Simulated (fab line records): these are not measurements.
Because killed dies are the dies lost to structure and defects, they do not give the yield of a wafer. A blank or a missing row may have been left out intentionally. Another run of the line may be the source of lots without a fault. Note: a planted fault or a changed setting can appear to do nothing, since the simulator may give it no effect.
Matching of chambers ; flow n5 finfet ; N5_ZERO_LAYER_PECVD_02 on pecvd-01: 3 sister chambers
The step deposits SiO2 from SiH4/N2O, target thk 10 nm, time 6 s. 14 wafers are shown with their chamber, then 7 later ones without.

## WAFERS PAIRED WITH THEIR CHAMBERS
wafer;chamber;showerhead plenum p Torr (Torr);heater power w (W)
L977.1;0;8.28;754
L977.3;2;8.30;670
L977.5;0;8.25;758
L983.1;1;8.37;912
L983.3;0;8.25;867
L983.5;1;8.37;888
L987.2;1;8.37;831
L987.4;2;8.32;743
L987.5;1;8.38;825
L989.2;2;8.29;768
L989.3;1;8.38;935
L989.4;1;8.38;925
L996.3;2;8.29;707
L996.4;0;8.24;733

SIGNATURES (means of the wafers above)
reading;chamber 0;chamber 1;chamber 2;scatter within a chamber
showerhead plenum p Torr;8.2550;8.3750;8.3000;0.0122
heater power w;778.00;886.00;722.00;50.2
Rule: distance of a wafer from a chamber = root of the sum over the readings of ((wafer's reading minus chamber's mean) / reading's scatter) squared. The wafer belongs to the nearest chamber; if the next one is less than 2 further off, it can't be placed. The scatter: take each reading less its chamber's mean, square it, sum over the shown wafers, divide by the number of wafers less the number of chambers, and take the root.

## WAFERS MISSING THEIR CHAMBER
wafer;showerhead plenum p Torr (Torr);heater power w (W)
L996.5;8.37;886
L997.1;8.27;746
L997.2;8.26;837
L997.3;8.40;819
L998.4;8.31;789
L998.5;8.37;876
L998.6;8.25;798

## WHICH CHAMBER EACH WENT THROUGH
wafer;from the rows above;in truth
L996.5;1;1
L997.1;can't be placed: 0 or 2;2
L997.2;0;0
L997.3;1;1
L998.4;2;2
L998.5;1;1
L998.6;0;0
Correctly placed: 6 of 7. Unplaceable from these rows: 1, with the true chamber sitting among the candidates in 1. Number placed wrongly: 0.
